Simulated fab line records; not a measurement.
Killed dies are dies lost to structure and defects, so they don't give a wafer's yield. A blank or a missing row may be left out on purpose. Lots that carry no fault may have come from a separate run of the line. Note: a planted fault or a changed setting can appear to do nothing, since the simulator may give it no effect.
fab line records	flow nandHarc
record: lots: 6	wafers: 18	lastDay: 33
route steps=1302 shown A_CHANNEL_HOLE_D2@589 END@1302
lots that met no fault: from a run of the same line without faults
startH: start of the lot's first displayed wafer, in hours after the record's first day	waitH: hours since the lot's step before	" the same as in the row above	L1.1+2: a single row standing in for several wafers	- no value, or no start was given	* or withheld: withheld	< > ~ a bound
route shown NAME@n: NAME is a module with steps in the file, n the number in the route of the first one	usual: mean/standard deviation of fault-free wafers	same: alike in all rows	chamber/n: place in a boat	sites: per-site readings	_std_site: standard deviation across them	_edge_site: inner sites' mean taken away from outer sites' mean	radiusMm: for every site, how far away it sits from the centre of the wafer	mask NAME#n: copy n	behind: the last tool/chamber to shape the wafer	hold: what put the lot on hold/how long, in hours/how the hold closed	device: the n, p or np transistor that did not switch	end of line: at the end of the route, the tests of the same wafers	step lacking rows: just its recipe	killed: dies lost to structure and defects at the first sort, not the wafer's yield	map: per-die view of a wafer (x killed, . not killed, _ where there is no die)
set.NAME: the setting as run; set.NAME@STEP: as run at that earlier step	model.NAME: the simulator's own value behind a step, which no gauge read
lots at selected steps of the route; one table per step, one row per wafer
services: a tool's chamber out of use, with start hour (startH, from the record's first day; less than 0 if before it), hours out, and reason
== steps ==
step: NHARC_A_CHANNEL_HOLE_D2_ETCH_16
recipe: targetDepthA: 31000	overEtchFrac: 0.3	timeS: 806	ionEnergyEv: 150	o2FlowSccm: 400	cosFlowSccm: 20	arFlowSccm: 0	rfW: 500	biasW: 300	chemistry: O2/COS
step: NHARC_A_CHANNEL_HOLE_D2_CD_MEAS_18
usual: cdNm: 99.1/2.6
lot.wafer	tool	chamber	startH	waitH	cdNm
L367.2	cdSem-02	-	376.40	-	100.3
L367.3	"	-	"	"	102.9
L367.5	"	-	"	"	101.7
L369.3	cdSem-01	-	402.08	-	101.6
L369.4	"	-	"	"	99.7
L369.5	"	-	"	"	102.7
L368.2	cdSem-03	-	402.41	-	98.3
L368.3	"	-	"	"	97.1
L368.5	"	-	"	"	96.6
L377.1	cdSem-01	-	477.45	-	98.4
L377.2	"	-	"	"	96.9
L377.5	"	-	"	"	97.7
L379.1	cdSem-01	-	500.25	-	98.6
L379.2	"	-	"	"	98.7
L379.3	"	-	"	"	100.9
L381.1	cdSem-02	-	514.40	-	99.3
L381.2	"	-	"	"	101.8
L381.3	"	-	"	"	99.3
step: NHARC_A_CHANNEL_HOLE_D2_ETCH_19
recipe: biasV: 1200	sourceW: 2500	pressureMtorr: 15	timeS: 34.5	arFlowSccm: 375	c4f8FlowSccm: 28.8	o2FlowSccm: 96.2	tempC: -20	targetDepthA: *	chemistry: C4F8/O2/Ar
step: NHARC_A_CHANNEL_HOLE_D2_ETCH_20
recipe: biasV: 3000	sourceW: withheld	pressureMtorr: 20	timeS: 361.9	arFlowSccm: 375	c4f8FlowSccm: 89.3	o2FlowSccm: 35.7	tempC: -20	targetDepthA: 16000	chemistry: C4F8/O2/Ar
step: NHARC_A_CHANNEL_HOLE_D2_ETCH_21
recipe: biasV: 3000	sourceW: withheld	pressureMtorr: 20	timeS: 514.3	arFlowSccm: 375	c4f8FlowSccm: 89.3	o2FlowSccm: 35.7	tempC: -20	targetDepthA: 16000	chemistry: C4F8/O2/Ar
step: NHARC_A_CHANNEL_HOLE_D2_ETCH_22
recipe: biasV: 3000	sourceW: withheld	pressureMtorr: 20	timeS: 666.7	arFlowSccm: 375	c4f8FlowSccm: 89.3	o2FlowSccm: 35.7	tempC: -20	targetDepthA: 16000	chemistry: C4F8/O2/Ar
usual: drypumpMotorCurrentA: 5.8/0.51	mfcArSccm: 375.0/1.1	oesAirLineAu: 0.998/0.022	showerheadPlenumPTorr: 3.69/0.15	throttleValvePct: 32.156/0.0098
lot.wafer	tool	chamber	startH	waitH	drypumpMotorCurrentA	mfcArSccm	oesAirLineAu	rfHoursCounterH	showerheadPlenumPTorr	throttleValvePct
L367.2	harEtch-02	0	377.43	0.4	5.1	374.2	1.015	403	3.91	32.151
L367.3	"	1	"	"	6.4	374.8	1.015	-	3.71	32.144
L367.5	"	0	"	"	5.1	373.4	1.005	-	3.91	32.159
L369.3	harEtch-02	1	403.21	0.4	6.4	372.6	0.998	-	3.71	32.149
L369.4	"	0	"	"	5.1	373.3	0.972	-	3.91	32.171
L369.5	"	1	"	"	6.4	374.2	0.985	-	3.71	32.144
L368.2	harEtch-01	1	403.45	0.4	6.2	373.9	1.040	218	3.56	32.145
L368.3	"	1	"	"	6.1	375.2	1.016	-	3.56	32.165
L368.5	"	0	"	"	5.7	376.7	0.999	-	3.60	32.145
L377.2	harEtch-02	1	478.39	0.4	6.4	376.6	1.060	47	3.68	32.150
L377.1	"	0	"	"	5.1	374.0	0.984	47	3.88	32.138
L377.5	"	1	"	"	6.4	375.7	1.019	-	3.68	32.140
L379.1	harEtch-01	0	502.94	0.4	5.8	375.7	0.981	278	3.56	32.141
L379.2	"	1	"	"	6.1	374.8	0.961	278	3.53	32.160
L379.3	"	0	"	"	5.7	375.3	0.964	-	3.56	32.168
L381.1	harEtch-02	1	515.89	0.4	6.4	375.0	1.024	74	3.67	32.141
L381.2	"	0	"	"	5.1	374.9	0.991	74	3.87	32.164
L381.3	"	1	"	"	6.4	376.2	1.026	-	3.67	32.155
step: NHARC_A_CHANNEL_HOLE_D2_ETCH_23
recipe: biasV: 5000	sourceW: withheld	pressureMtorr: 20	timeS: 819	arFlowSccm: 375	c4f8FlowSccm: 89.3	o2FlowSccm: 35.7	tempC: -20	targetDepthA: 16000	chemistry: C4F8/O2/Ar
usual: drypumpMotorCurrentA: 5.8/0.52	mfcArSccm: 375.1/1.1	oesAirLineAu: 0.998/0.021	showerheadPlenumPTorr: 3.69/0.15	throttleValvePct: 32.155/0.0082
lot.wafer	tool	chamber	startH	waitH	drypumpMotorCurrentA	mfcArSccm	oesAirLineAu	rfHoursCounterH	showerheadPlenumPTorr	throttleValvePct
L367.2	harEtch-02	0	378.01	0.5	5.1	373.8	1.001	404	3.91	32.134
L367.3	"	1	"	"	6.4	374.7	1.024	-	3.71	32.147
L367.5	"	0	"	"	5.1	375.0	0.998	-	3.91	32.150
L369.3	harEtch-02	1	403.82	0.5	6.4	374.1	0.973	-	3.71	32.155
L369.4	"	0	"	"	5.1	374.2	0.969	-	3.91	32.145
L369.5	"	1	"	"	6.4	374.4	1.041	-	3.71	32.152
L368.2	harEtch-01	1	404.03	0.5	6.1	376.4	1.012	218	3.56	32.157
L368.3	"	1	"	"	6.1	377.4	1.018	-	3.56	32.146
L368.5	"	0	"	"	5.7	376.4	0.961	-	3.60	32.158
L377.2	harEtch-02	1	478.95	0.5	6.4	374.1	1.019	48	3.68	32.154
L377.1	"	0	"	"	5.1	374.0	0.991	48	3.88	32.153
L377.5	"	1	"	"	6.4	375.7	1.033	-	3.68	32.149
L379.1	harEtch-01	0	503.51	0.5	5.7	374.2	1.024	279	3.56	32.168
L379.2	"	1	"	"	6.1	374.0	0.989	279	3.53	32.145
L379.3	"	0	"	"	5.7	375.8	0.993	-	3.56	32.141
L381.1	harEtch-02	1	516.45	0.5	6.4	374.4	0.982	75	3.67	32.156
L381.2	"	0	"	"	5.1	375.1	1.011	75	3.87	32.150
L381.3	"	1	"	"	6.4	375.1	0.974	-	3.67	32.163
step: NHARC_A_CHANNEL_HOLE_D2_ETCH_24
recipe: biasV: 5000	sourceW: withheld	pressureMtorr: 20	timeS: 906.2	arFlowSccm: 375	c4f8FlowSccm: 93.8	o2FlowSccm: 31.2	tempC: -20	targetDepthA: 15000	chemistry: C4F8/O2/Ar
usual: drypumpMotorCurrentA: 5.8/0.52	mfcArSccm: 375.1/1.1	oesAirLineAu: 0.999/0.022	showerheadPlenumPTorr: 3.68/0.15	throttleValvePct: 32.235/0.0097
lot.wafer	tool	chamber	startH	waitH	drypumpMotorCurrentA	mfcArSccm	oesAirLineAu	rfHoursCounterH	showerheadPlenumPTorr	throttleValvePct
L367.2	harEtch-02	0	378.71	0.6	5.1	374.8	1.018	404	3.91	32.231
L367.3	"	1	"	"	6.4	374.5	1.015	-	3.71	32.252
L367.5	"	0	"	"	5.1	372.0	1.042	-	3.91	32.240
L369.3	harEtch-02	1	404.55	0.6	6.4	375.7	1.011	-	3.70	32.240
L369.4	"	0	"	"	5.1	375.4	1.009	-	3.91	32.235
L369.5	"	1	"	"	6.4	373.8	1.018	-	3.70	32.241
L368.2	harEtch-01	1	404.74	0.6	6.1	375.3	0.998	219	3.56	32.229
L368.3	"	1	"	"	6.1	377.6	1.009	-	3.56	32.235
L368.5	"	0	"	"	5.7	376.0	0.990	-	3.59	32.251
L377.2	harEtch-02	1	479.65	0.6	6.4	376.9	0.987	48	3.68	32.224
L377.1	"	0	"	"	5.1	373.9	1.001	48	3.88	32.233
L377.5	"	1	"	"	6.4	375.1	1.034	-	3.68	32.220
L379.1	harEtch-01	0	504.20	0.6	5.7	373.1	0.996	279	3.56	32.240
L379.2	"	1	"	"	6.1	376.9	1.034	279	3.52	32.228
L379.3	"	0	"	"	5.7	375.5	1.023	-	3.56	32.240
L381.1	harEtch-02	1	517.15	0.6	6.4	373.1	0.984	75	3.66	32.234
L381.2	"	0	"	"	5.1	375.3	1.034	75	3.86	32.233
L381.3	"	1	"	"	6.4	373.3	1.002	-	3.66	32.214
step: NHARC_A_CHANNEL_HOLE_D2_ETCH_25
recipe: biasV: 5000	sourceW: withheld	pressureMtorr: 20	timeS: 1040.2	arFlowSccm: 375	c4f8FlowSccm: 93.8	o2FlowSccm: 31.2	tempC: -20	targetDepthA: 15000	chemistry: C4F8/O2/Ar
usual: drypumpMotorCurrentA: 5.8/0.52	mfcArSccm: 375.2/1.1	oesAirLineAu: 1.006/0.021	showerheadPlenumPTorr: 3.68/0.15	throttleValvePct: 32.236/0.0082
lot.wafer	tool	chamber	startH	waitH	drypumpMotorCurrentA	mfcArSccm	oesAirLineAu	rfHoursCounterH	showerheadPlenumPTorr	throttleValvePct
L367.2	harEtch-02	0	379.50	0.7	5.1	374.2	1.004	405	3.91	32.251
L367.3	"	1	"	"	6.4	375.8	1.019	-	3.71	32.235
L367.5	"	0	"	"	5.2	375.7	0.991	-	3.91	32.241
L369.3	harEtch-02	1	405.35	0.7	6.4	374.1	1.001	-	3.70	32.232
L369.4	"	0	"	"	5.1	374.4	1.021	-	3.90	32.252
L369.5	"	1	"	"	6.4	374.6	0.989	-	3.70	32.231
L368.2	harEtch-01	1	407.96	3.1	6.1	375.6	0.976	220	3.56	32.227
L368.3	"	1	"	"	6.1	376.0	0.958	-	3.56	32.227
L368.5	"	0	"	"	5.7	374.2	1.005	-	3.59	32.229
L377.2	harEtch-02	1	480.42	0.6	6.4	373.7	1.002	49	3.68	32.226
L377.1	"	0	"	"	5.1	375.2	0.993	49	3.88	32.246
L377.5	"	1	"	"	6.4	375.2	1.008	-	3.68	32.222
L379.1	harEtch-01	0	504.97	0.6	5.8	372.9	1.013	280	3.56	32.230
L379.2	"	1	"	"	6.1	372.5	1.017	280	3.52	32.247
L379.3	"	0	"	"	5.7	374.8	1.024	-	3.56	32.227
L381.1	harEtch-02	1	517.91	0.6	6.4	375.1	0.986	76	3.66	32.237
L381.2	"	0	"	"	5.1	375.1	1.031	76	3.86	32.232
L381.3	"	1	"	"	6.4	376.3	1.021	-	3.66	32.228
step: NHARC_A_CHANNEL_HOLE_D2_ETCH_26
recipe: biasV: 300	sourceW: 2000	pressureMtorr: 30	timeS: 224.1	arFlowSccm: 375	c4f8FlowSccm: 11.4	o2FlowSccm: 113.6	tempC: -20	targetDepthA: 3000	chemistry: C4F8/O2/Ar
usual: drypumpMotorCurrentA: 5.8/0.52	mfcArSccm: 375.2/1.2	oesAirLineAu: 1.004/0.02	showerheadPlenumPTorr: 3.73/0.16	throttleValvePct: 24.582/0.0097
lot.wafer	tool	chamber	startH	waitH	drypumpMotorCurrentA	mfcArSccm	oesAirLineAu	rfHoursCounterH	showerheadPlenumPTorr	throttleValvePct
L367.2	harEtch-02	0	380.27	0.6	5.1	373.5	1.008	406	3.97	24.573
L367.3	"	1	"	"	6.4	376.1	0.990	-	3.76	24.590
L367.5	"	0	"	"	5.1	373.9	0.989	-	3.97	24.577
L369.3	harEtch-02	1	406.01	0.5	6.4	375.8	0.994	-	3.75	24.580
L369.4	"	0	"	"	5.1	376.4	0.992	-	3.97	24.585
L369.5	"	1	"	"	6.4	374.9	1.010	-	3.75	24.581
L368.2	harEtch-01	1	408.73	0.6	6.1	374.9	0.982	221	3.60	24.572
L368.3	"	1	"	"	6.1	377.4	0.987	-	3.60	24.593
L368.5	"	0	"	"	5.7	373.9	0.983	-	3.64	24.572
L377.2	harEtch-02	1	481.31	0.7	6.4	374.5	0.985	50	3.73	24.591
L377.1	"	0	"	"	5.1	374.1	1.024	50	3.94	24.581
L377.5	"	1	"	"	6.4	374.6	1.004	-	3.73	24.578
L379.1	harEtch-01	0	505.85	0.7	5.7	375.0	0.972	281	3.60	24.592
L379.2	"	1	"	"	6.1	374.1	1.009	281	3.56	24.581
L379.3	"	0	"	"	5.8	375.1	1.019	-	3.60	24.599
L381.1	harEtch-02	1	518.80	0.7	6.4	375.0	1.004	77	3.71	24.576
L381.2	"	0	"	"	5.1	374.5	1.009	77	3.92	24.587
L381.3	"	1	"	"	6.4	374.6	0.960	-	3.71	24.581
step: NHARC_A_CHANNEL_HOLE_D2_ETCH_27
recipe: biasV: 400	sourceW: 2000	pressureMtorr: 25	timeS: 90	arFlowSccm: 375	c4f8FlowSccm: 41.7	o2FlowSccm: 83.3	tempC: -20	targetDepthA: 4000	chemistry: C4F8/O2/Ar
step: NHARC_A_CHANNEL_HOLE_D2_STRIP_41
recipe: n2FlowSccm: 150	h2FlowSccm: 150	arFlowSccm: 0	biasW: 0	chemistry: N2/H2
step: NHARC_A_CHANNEL_HOLE_D2_STRIP_42
recipe: cf4FlowSccm: 100	chf3FlowSccm: 30	arFlowSccm: 0	biasW: 0	chemistry: CF4/CHF3
lot.wafer	tool	chamber	startH	waitH
L367.2+3+5	rieDiel-06	3,1,3	381.09	0.1
L369.3+4+5	rieDiel-06	3,1,2	406.77	0.1
L368.3+2+5	rieDiel-06	0,3,0	409.53	0.1
L377.2+1+5	rieDiel-09	3,0,2	482.13	0.1
L379.1+2+3	rieDiel-09	1,2,3	506.67	0.1
L381.3+1+2	rieDiel-05	0,1,2	519.64	0.1
step: NHARC_A_CHANNEL_HOLE_D2_STRIP_43
recipe: o2FlowSccm: 400	cosFlowSccm: 20	arFlowSccm: 0	biasW: 0	chemistry: O2/COS
step: NHARC_A_CHANNEL_HOLE_D2_ETCH_44
recipe: targetDepthA: 1400	overetchA: 140	timeS: 77	ionEnergyEv: 100	cf4FlowSccm: 80	o2FlowSccm: 20	arFlowSccm: 0	rfW: 300	biasW: 100	chemistry: CF4/O2
step: NHARC_A_CHANNEL_HOLE_D2_STRIP_28
recipe: o2FlowSccm: 500	arFlowSccm: 0	biasW: 0	chemistry: O2
step: NHARC_A_CHANNEL_HOLE_D2_PRECLEAN_29
recipe: timeS: *	tempC: 50	bathAgeMin: 0	chemistry: SC1
step: NHARC_A_CHANNEL_HOLE_D2_SRD_30
step: NHARC_A_CHANNEL_HOLE_D2_CD_MEAS_31
usual: cdNm: 89.9/1.9
lot.wafer	tool	chamber	startH	waitH	cdNm
L367.2	cdSem-01	-	382.15	-	90.0
L367.3	"	-	"	"	93.5
L367.5	"	-	"	"	90.4
L369.3	cdSem-03	-	407.69	-	91.6
L369.4	"	-	"	"	90.5
L369.5	"	-	"	"	88.8
L368.2	cdSem-02	-	410.48	-	90.6
L368.3	"	-	"	"	88.2
L368.5	"	-	"	"	86.8
L377.1	cdSem-02	-	483.04	-	88.4
L377.2	"	-	"	"	91.4
L377.5	"	-	"	"	89.5
L379.1	cdSem-03	-	507.59	-	91.5
L379.2	"	-	"	"	89.7
L379.3	"	-	"	"	90.6
L381.1	cdSem-01	-	520.71	-	87.9
L381.2	"	-	"	"	92.5
L381.3	"	-	"	"	87.9
step: NHARC_A_CHANNEL_HOLE_D2_XSEM_32
recipe: landingEnergyEv: 35000
step: NHARC_A_CHANNEL_HOLE_D2_INSPECT_40
usual: rawDefectCount: 276/77
lot.wafer	tool	chamber	startH	waitH	hold	rawDefectCount
L367.2	defectInspect-02	-	382.33	-	-	383
L367.3	"	-	"	"	-	255
L367.5	"	-	"	"	-	255
L369.3	defectInspect-02	-	407.87	-	-	186
L369.4	"	-	"	"	-	232
L369.5	"	-	"	"	-	220
L368.2	defectInspect-02	-	410.66	-	-	249
L368.3	"	-	"	"	-	258
L368.5	"	-	"	"	-	317
L377.1	defectInspect-02	-	483.23	-	awaitDispo/0.2h/release	590
L377.2	"	-	"	"	awaitDispo/0.2h/release	576
L377.5	"	-	"	"	awaitDispo/0.2h/release	517
L377.1	defectInspect-02	-	483.40	0.2	-	596
L377.2	"	-	"	"	-	569
L377.5	"	-	"	"	-	518
L379.1	defectInspect-01	-	507.77	-	awaitDispo/0.2h/release	776
L379.2	"	-	"	"	awaitDispo/0.2h/release	571
L379.3	"	-	"	"	awaitDispo/0.2h/release	660
L379.1	defectInspect-01	-	507.94	0.2	-	796
L379.2	"	-	"	"	-	561
L379.3	"	-	"	"	-	663
L381.1	defectInspect-02	-	520.90	-	-	208
L381.2	"	-	"	"	-	212
L381.3	"	-	"	"	-	185
step: NHARC_END_SORT_01
recipe: tempC: 25
usual: killedAtArray: 59/21	killedAtOther: 0.8/1.1	killedAtPeriphery: 4.1/2.8	killedDies: 64/20	killedOpen: 3.1/1.7	killedShort: 2.4/1.6
same: grossDies: 677
lot.wafer	tool	chamber	startH	waitH	killedAtArray	killedAtOther	killedAtPeriphery	killedDies	killedOpen	killedShort
L367.2	prober-01	0	641.06	2.8	55	1	4	60	3	1
L367.3	prober-01	0	641.84	3.1	37	0	7	44	1	2
L367.5	prober-01	0	643.42	3.6	49	0	5	54	3	0
L368.2	prober-02	0	681.77	2.8	54	1	7	62	3	4
L368.3	prober-02	0	682.56	3.1	64	0	6	70	5	2
L368.5	prober-02	0	684.13	3.6	55	1	6	62	4	2
L379.1	prober-01	0	771.16	2.5	100	3	2	105	3	2
L379.2	prober-01	0	771.99	2.8	113	4	3	120	4	4
L379.3	prober-01	0	772.81	3.1	155	1	2	158	3	3
L377.1	prober-01	0	774.58	2.5	111	1	8	120	5	6
L377.2	prober-01	0	775.40	2.8	103	0	4	107	1	0
L377.5	prober-01	0	777.85	3.8	76	1	3	80	2	2
killed by level:class
L367.2 A_CHANNEL_HOLE_D2:chamberFilmFlake=37 P_ZERO_WELL:chamberFilmFlake=3 A_CHANNEL_FILL_D2:geometricParticle:open=2 A_CHANNEL_HOLE_D1:chamberFilmFlake=2 A_DECK1_JOINT:chamberFilmFlake=2 A_CHANNEL_FILL_D2:chamberFilmFlake=2 A_STAIRCASE:chamberFilmFlake=2 A_SLIT:chamberFilmFlake=2
L367.3 A_CHANNEL_HOLE_D2:chamberFilmFlake=26 A_STAIRCASE:chamberFilmFlake=4 P_M1:chamberFilmFlake=3 P_BONDPAD:chamberFilmFlake=3 A_DECK1_JOINT:geometricParticle:short=1 A_M1:geometricParticle:open=1 A_M1:geometricParticle:short=1 P_GATE:chamberFilmFlake=1
L367.5 A_CHANNEL_HOLE_D2:chamberFilmFlake=31 A_STAIRCASE:chamberFilmFlake=7 A_CHANNEL_HOLE_D1:chamberFilmFlake=4 A_CONTACT:chamberFilmFlake=3 P_BONDPAD:chamberFilmFlake=2 A_DECK1_JOINT:geometricParticle:open=1 A_ONON_D2:geometricParticle:open=1 A_M0:geometricParticle:open=1
L368.2 A_CHANNEL_HOLE_D1:chamberFilmFlake=31 A_CHANNEL_HOLE_D2:chamberFilmFlake=11 P_CONTACT:chamberFilmFlake=4 A_WL_FILL:geometricParticle:short=2 A_M0:geometricParticle:open=2 P_ZERO_WELL:chamberFilmFlake=2 A_STAIRCASE:chamberFilmFlake=2 A_CONTACT:chamberFilmFlake=2
L368.3 A_CHANNEL_HOLE_D1:chamberFilmFlake=35 A_CHANNEL_HOLE_D2:chamberFilmFlake=14 A_STAIRCASE:chamberFilmFlake=5 P_CONTACT:chamberFilmFlake=3 P_M0:geometricParticle:open=2 A_SLIT:chamberFilmFlake=2 A_CHANNEL_FILL_D1:geometricParticle:short=1 A_DECK1_JOINT:geometricParticle:open=1
L368.5 A_CHANNEL_HOLE_D1:chamberFilmFlake=33 A_CHANNEL_HOLE_D2:chamberFilmFlake=9 P_CONTACT:chamberFilmFlake=5 A_STAIRCASE:chamberFilmFlake=3 A_CONTACT:chamberFilmFlake=3 A_CHANNEL_FILL_D1:geometricParticle:short=2 A_ONON_D1:geometricParticle:open=1 A_CHANNEL_FILL_D1:geometricParticle:open=1
L379.1 A_SLIT:chamberFilmFlake=35 A_CHANNEL_HOLE_D2:unspecified=32 A_CHANNEL_HOLE_D2:chamberFilmFlake=20 A_CHANNEL_HOLE_D1:chamberFilmFlake=6 THIN_TSV:chamberFilmFlake=3 P_CONTACT:geometricParticle:open=1 A_ONON_D1:geometricParticle:open=1 A_DECK1_JOINT:geometricParticle:open=1
L379.2 A_CHANNEL_HOLE_D2:unspecified=50 A_CHANNEL_HOLE_D2:chamberFilmFlake=37 A_SLIT:chamberFilmFlake=10 A_CHANNEL_HOLE_D1:chamberFilmFlake=7 THIN_TSV:chamberFilmFlake=3 A_CHANNEL_FILL_D2:geometricParticle:short=2 A_ONON_D1:geometricParticle:open=1 A_CHANNEL_FILL_D1:geometricParticle:open=1
L379.3 A_CHANNEL_HOLE_D2:unspecified=79 A_SLIT:chamberFilmFlake=39 A_CHANNEL_HOLE_D2:chamberFilmFlake=23 A_CHANNEL_HOLE_D1:chamberFilmFlake=6 A_WL_FILL:chamberFilmFlake=2 P_CONTACT:geometricParticle:short=1 P_M0:geometricParticle:open=1 A_ONON_D1:geometricParticle:open=1
L377.1 A_CHANNEL_HOLE_D2:unspecified=80 A_CHANNEL_HOLE_D1:chamberFilmFlake=9 A_CONTACT:chamberFilmFlake=6 A_SLIT:chamberFilmFlake=4 A_STAIRCASE:chamberFilmFlake=3 A_WL_FILL:chamberFilmFlake=3 P_GATE:geometricParticle:short=2 A_ONON_D2:geometricParticle:open=2
L377.2 A_CHANNEL_HOLE_D2:unspecified=79 A_CHANNEL_HOLE_D1:chamberFilmFlake=11 A_CONTACT:chamberFilmFlake=5 A_SLIT:chamberFilmFlake=3 A_WL_FILL:chamberFilmFlake=3 P_BONDPAD:chamberFilmFlake=2 A_ONON_D1:geometricParticle:open=1 P_STI:chamberFilmFlake=1
L377.5 A_CHANNEL_HOLE_D2:unspecified=55 A_SLIT:chamberFilmFlake=7 A_CONTACT:chamberFilmFlake=5 A_CHANNEL_HOLE_D1:chamberFilmFlake=3 A_WL_FILL:chamberFilmFlake=2 P_CONTACT:geometricParticle:open=1 A_CHANNEL_FILL_D1:geometricParticle:short=1 A_BLC:geometricParticle:open=1
== services ==
tool	chamber	startH	hours	kind
rieDiel-06	0	365.42	-	clean
rieDiel-06	1	365.42	-	clean
rieDiel-06	2	365.42	-	clean
rieDiel-06	3	365.42	-	clean
rieDiel-06	0	379.39	4.1	repair
harEtch-02	-	380.63	17.0	pm
harEtch-02	0	380.63	17.0	ventCycle
harEtch-02	1	380.63	17.0	ventCycle
rieDiel-06	0	389.92	-	clean
rieDiel-09	2	391.55	5.6	repair
harEtch-02	0	397.63	-	clean
harEtch-02	0	397.63	-	consumableReplace:focusRing
harEtch-02	1	397.63	-	clean
harEtch-02	1	397.63	-	consumableReplace:esc
rieDiel-05	-	406.60	9.0	pm
rieDiel-09	1	414.16	1.9	repair
rieDiel-09	1	418.83	4.9	repair
rieDiel-05	2	430.25	1.6	repair
rieDiel-09	2	432.64	15.0	repair
rieDiel-05	0	440.43	9.0	repair
rieDiel-05	2	457.02	8.6	repair
rieDiel-06	-	484.42	9.0	pm
rieDiel-09	-	497.11	9.0	pm
rieDiel-05	3	519.12	15.0	repair
== key ==
firstSign: step: NHARC_A_CHANNEL_HOLE_D2_INSPECT_40	reading: visit	direction: added
effect: step: NHARC_A_CHANNEL_HOLE_D2_INSPECT_40	reading: rawDefectCount	direction: up	sigmas: 4.4	usual: 276	struck: 615
effect: step: NHARC_END_SORT_01	reading: killedDies	direction: up	sigmas: 2.5	usual: 64	struck: 115	wafersMoved: 3
moreKillsBornAt: NHARC_A_CHANNEL_HOLE_D2_STRIP_42@rieDiel-09: 373
metAt NHARC_A_CHANNEL_HOLE_D2_STRIP_42
struckWafers L377.1,L377.2,L377.5,L379.1,L379.2,L379.3
testerLeftOut L377,L379
fault: kind: chamberParticleSource	tool: rieDiel-09	chamber: -	onsetH: 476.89	steps: NHARC_A_CHANNEL_HOLE_D2_STRIP_42	ratePerVisitCm2: 0.62825	endH: 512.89
testerLeftOut: of these lots the tester's yield and bins aren't shown, on N5 and GAA mostly nor the transistor test; their killed dies are dies lost to structure and defects alone, not to doping, threshold or leakage, so they don't give the yield
